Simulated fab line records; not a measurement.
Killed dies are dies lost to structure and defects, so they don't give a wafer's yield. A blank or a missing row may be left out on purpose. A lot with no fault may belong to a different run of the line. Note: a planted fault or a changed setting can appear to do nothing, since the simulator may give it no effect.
What tool caused it?	flow n5-finfet	8 lots, 24 wafers sampled, at 6 steps of a route of 1938

WHAT EACH GAUGE READ, for each wafer
N5_STI_FIN_REVEAL_INSPECT_13: inspects for defects (darkfield). Usual: raw-defect-count 12, standard deviation 5.2.
lot	measured	on	raw-defect-count	flag
L333	day 3 12:54	defect-inspect-01	9 12 27	
L334	day 3 19:45	defect-inspect-02	24 19 14	
L336	day 4 06:13	defect-inspect-02	9 18 9	
L339	day 5 01:03	defect-inspect-01	14 17 21	
L340	day 5 07:11	defect-inspect-01	5 5 6	
L347	day 7 01:25	defect-inspect-02	1443 10 9	OFF
L351	day 8 01:14	defect-inspect-02	13 13 19	
L352	day 8 06:51	defect-inspect-02	17 9 6	

N5_BEOL_M4_RC_MEAS_101. Usual: DIBL_N 36.7 mV/V, standard deviation 1.8; DIBL_P 37.0 mV/V, standard deviation 2.4; IOFF_N 0.17 nA/um, standard deviation 0.036; IOFF_P 0.22 nA/um, standard deviation 0.042; ION_N 673 uA/um, standard deviation 12; ION_P 462 uA/um, standard deviation 8.5; SS_N 71.7 mV/dec, standard deviation 0.62; SS_P 73.4 mV/dec, standard deviation 0.65; VT_N 250 mV, standard deviation 3.7; VT_P -250 mV, standard deviation 3.7.
lot	measured	on	DIBL_N (mV/V)	DIBL_P (mV/V)	IOFF_N (nA/um)	IOFF_P (nA/um)	ION_N (uA/um)	ION_P (uA/um)	SS_N (mV/dec)	SS_P (mV/dec)	VT_N (mV)	VT_P (mV)	flag
L333	day 9 22:57	prober-02	34.1 36.1 33.6	34.9 36.7 34.7	0.11 0.13 0.11	0.15 0.18 0.15	642 654 647	447 443 446	71.1 71.3 70.5	73.3 72.7 72.5	257 257 256	-253 -252 -255	
L334	day 9 12:34	prober-01	37.7 34.6 35.9	38.4 34.7 35.1	0.17 0.13 0.14	0.21 0.16 0.17	670 671 655	455 456 447	72.2 71.1 71.1	73.5 72.0 73.6	251 252 252	-253 -255 -254	
L336	day 10 08:27	prober-02	36.2 33.3 37.4	37.7 33.2 38.6	0.16 0.12 0.18	0.22 0.17 0.25	675 663 677	471 460 468	71.6 71.1 72.3	73.5 72.6 73.3	249 254 248	-246 -251 -248	
L339	day 10 23:26	prober-01	36.1 34.9 35.9	37.0 35.6 35.9	0.14 0.12 0.13	0.20 0.18 0.19	658 649 659	454 449 455	70.6 71.2 71.2	73.7 73.3 73.3	254 256 251	-250 -251 -254	
L340	day 10 21:02	prober-02	37.4 36.3 37.2	38.1 37.3 36.4	0.18 0.16 0.16	0.23 0.23 0.21	675 687 689	459 471 470	71.5 71.8 71.9	74.1 73.4 73.1	248 249 248	-251 -250 -250	
L347	day 12 23:07	prober-02	38.5 36.2 35.7	35.5 32.7 33.9	0.19 0.14 0.16	0.22 0.17 0.20	677 662 686	463 453 471	73.4 71.1 71.4	73.6 72.6 72.8	249 253 250	-246 -251 -249	
L351	day 14 18:44	prober-02	37.6 36.9 36.6	38.4 37.5 37.7	0.18 0.16 0.16	0.24 0.22 0.23	684 671 676	467 460 469	72.0 71.8 71.8	72.7 73.1 73.9	248 249 249	-250 -254 -251	
L352	day 15 19:44	prober-01	36.6 36.8 35.9	36.4 35.9 35.0	0.15 0.16 0.14	0.19 0.20 0.18	669 682 670	454 464 455	71.8 71.9 71.6	72.8 73.6 73.4	251 248 251	-252 -253 -254	

EACH LOT AND THE TOOL THAT RAN IT (in order: tool; ch and the chambers of the sampled wafers; start)
lot	N5_FIN_CUT_ETCH_30	N5_STI_FIN_REVEAL_ETCHBACK_08	N5_STI_FIN_REVEAL_STRIP_16	N5_STI_FIN_REVEAL_OXIDATION_33
L333	rie-diel-03 ch 0,2, day 3 02:43	rie-diel-04 ch 0,1, day 3 09:51	wet-bench-02 ch 0,1,3, day 3 11:44	plasma-asher-01 ch 0,1, day 3 12:37
L334	rie-diel-06 ch 0,2,3, day 3 10:05	rie-diel-04 ch 1,2, day 3 16:43	wet-bench-02 ch 1,5,6, day 3 18:34	plasma-asher-02 ch 0,1, day 3 19:28
L336	rie-diel-05 ch 1,3, day 3 20:38	rie-diel-04 ch 1,2, day 4 03:11	wet-bench-01 ch 0,6,7, day 4 05:03	plasma-asher-02 ch 0,1, day 4 05:57
L339	rie-diel-05 ch 2,3, day 4 15:03	rie-diel-02 ch 0,2,3, day 4 21:43	wet-bench-02 ch 4,5,6, day 4 23:53	plasma-asher-01 ch 0,1, day 5 00:46
L340	rie-diel-03 ch 1,2,3, day 4 20:33	rie-diel-01 ch 0,3, day 5 04:05	wet-bench-03 ch 2,3,5, day 5 06:01	plasma-asher-02 ch 0,1, day 5 06:54
L347	rie-diel-03 ch 0,2,3, day 6 15:15	rie-diel-02 ch 1,2, day 6 22:21	wet-bench-02 ch 0,6,7, day 7 00:14	plasma-asher-02 ch 0,1, day 7 01:08
L351	rie-diel-03 ch 0,2,3, day 7 15:05	rie-diel-04 ch 2,3, day 7 21:49	wet-bench-03 ch 0,3,7, day 7 23:41	plasma-asher-02 ch 0,1, day 8 00:57
L352	rie-diel-06 ch 1,2,3, day 7 20:45	rie-diel-01 ch 0,1,2, day 8 03:49	wet-bench-03 ch 3,5,6, day 8 05:41	plasma-asher-02 ch 0,1, day 8 06:34
- N5_FIN_CUT_ETCH_30: etches underlayer in N2/H2, target depth 13 nm, time 10.4 s.
- N5_STI_FIN_REVEAL_ETCHBACK_08: etches SiO2 in C4F6/O2, target depth 30.5 nm, time 10.167 s.
- N5_STI_FIN_REVEAL_STRIP_16: strips SiNx in H3PO4, target depth 23.8 nm.
- N5_STI_FIN_REVEAL_OXIDATION_33: chemistry O2 PLASMA REMOTE, time 20 s.

AS READ BY THE TOOLS THEMSELVES (means over the sampled wafers that have a number; for cases with no such wafer, the mark the record gives instead)
N5_FIN_CUT_ETCH_30. Usual: chamber-pressure-mTorr 30.002 mTorr, standard deviation 0.03; drypump-motor-current-A 5.7 A, standard deviation 0.46; etch-rf-on-time-s 10.31 s, standard deviation 0.26; n2-flow-sccm 200.0 sccm, standard deviation 0.58; oes-product-au 0.69 a.u., standard deviation 0.062; rf-vpp-V 524.5 V, standard deviation 2.4; showerhead-plenum-p-Torr 2.56 Torr, standard deviation 0.085; throttle-valve-pct 17.75 %, standard deviation 0.22.
lot	tool	chamber-pressure-mTorr (mTorr)	drypump-motor-current-A (A)	etch-rf-on-time-s (s)	n2-flow-sccm (sccm)	oes-product-au (a.u.)	rf-vpp-V (V)	showerhead-plenum-p-Torr (Torr)	throttle-valve-pct (%)	flag
L333	rie-diel-03	29.956	5.7	10.13	200.0	0.68	524.0	2.52	17.57	
L334	rie-diel-06	30.051	5.9	10.36	199.7	0.69	526.3	2.63	17.80	
L336	rie-diel-05	29.993	6.2	10.25	200.4	0.66	523.6	2.55	17.90	
L339	rie-diel-05	29.959	5.2	10.20	199.7	0.76	525.3	2.59	17.63	
L340	rie-diel-03	29.998	5.5	10.20	200.0	0.74	523.5	2.54	17.54	
L347	rie-diel-03	30.028	5.6	10.24	200.0	0.68	524.5	2.56	17.66	
L351	rie-diel-03	30.014	5.6	10.47	199.5	0.66	524.0	2.56	17.68	
L352	rie-diel-06	30.014	5.7	10.40	199.7	0.66	522.9	2.52	17.99	

N5_STI_FIN_REVEAL_ETCHBACK_08. Usual: chamber-pressure-mTorr 30.002 mTorr, standard deviation 0.027; drypump-motor-current-A 5.7 A, standard deviation 0.44; oes-product-au 0.79 a.u., standard deviation 0.091; rf-vpp-V 661 V, standard deviation 13; showerhead-plenum-p-Torr 2.86 Torr, standard deviation 0.11; throttle-valve-pct 21.10 %, standard deviation 0.15.
lot	tool	chamber-pressure-mTorr (mTorr)	drypump-motor-current-A (A)	oes-product-au (a.u.)	rf-vpp-V (V)	showerhead-plenum-p-Torr (Torr)	throttle-valve-pct (%)	flag
L333	rie-diel-04	29.994	5.9	0.70	661	2.76	21.10	
L334	rie-diel-04	30.017	6.2	0.79	647	2.89	21.15	
L336	rie-diel-04	29.979	6.0	0.84	650	2.85	21.07	
L339	rie-diel-02	29.998	5.6	0.72	655	2.85	21.17	
L340	rie-diel-01	30.011	4.9	0.85	665	2.96	20.95	
L347	rie-diel-02	29.999	5.8	0.73	648	2.72	21.29	
L351	rie-diel-04	29.998	5.8	0.79	659	2.85	21.11	
L352	rie-diel-01	30.032	5.5	0.77	679	2.89	21.22	

N5_STI_FIN_REVEAL_OXIDATION_33. Usual: chamber-pressure-mTorr 1000.0 mTorr, standard deviation 1.6; drypump-motor-current-A 5.8 A, standard deviation 0.33; heater-power-w 137 W, standard deviation 14.
lot	tool	chamber-pressure-mTorr (mTorr)	drypump-motor-current-A (A)	heater-power-w (W)	flag
L333	plasma-asher-01	999.7	5.4	143	
L334	plasma-asher-02	1000.0	5.9	138	
L336	plasma-asher-02	999.8	6.0	142	
L339	plasma-asher-01	1000.2	5.4	141	
L340	plasma-asher-02	1000.1	6.1	139	
L347	plasma-asher-02	999.4	6.0	140	
L351	plasma-asher-02	999.9	6.1	139	
L352	plasma-asher-02	999.6	5.9	138	

THE ANSWER, worked out from the rows above alone
Rule: lot off if the mean of its wafers having a number is beyond 3 standard deviations from the usual mean. Also off: a lot with no number at a reading for which 4 or more lots have one. Any other lot the step has rows for is counted as sound. After the gauges, taken in route order, come the tools' own readings; for these a lot's mean is taken, as printed above. At the first step where some lot is off, the reading lying furthest off is the one used; lots without a number count as furthest.
Off: L347, at N5_STI_FIN_REVEAL_INSPECT_13 (raw-defect-count).
If a tool, at a process step before that reading, ran all the lots that are off and no sound lot after the first of them, it fits. The gauges at N5_STI_FIN_REVEAL_INSPECT_13 are tried like those tools. Can't be told from this: 2 tools fit, rie-diel-02 at N5_STI_FIN_REVEAL_ETCHBACK_08, wet-bench-02 at N5_STI_FIN_REVEAL_STRIP_16.

WHAT WAS PUT IN BY THE SIMULATOR
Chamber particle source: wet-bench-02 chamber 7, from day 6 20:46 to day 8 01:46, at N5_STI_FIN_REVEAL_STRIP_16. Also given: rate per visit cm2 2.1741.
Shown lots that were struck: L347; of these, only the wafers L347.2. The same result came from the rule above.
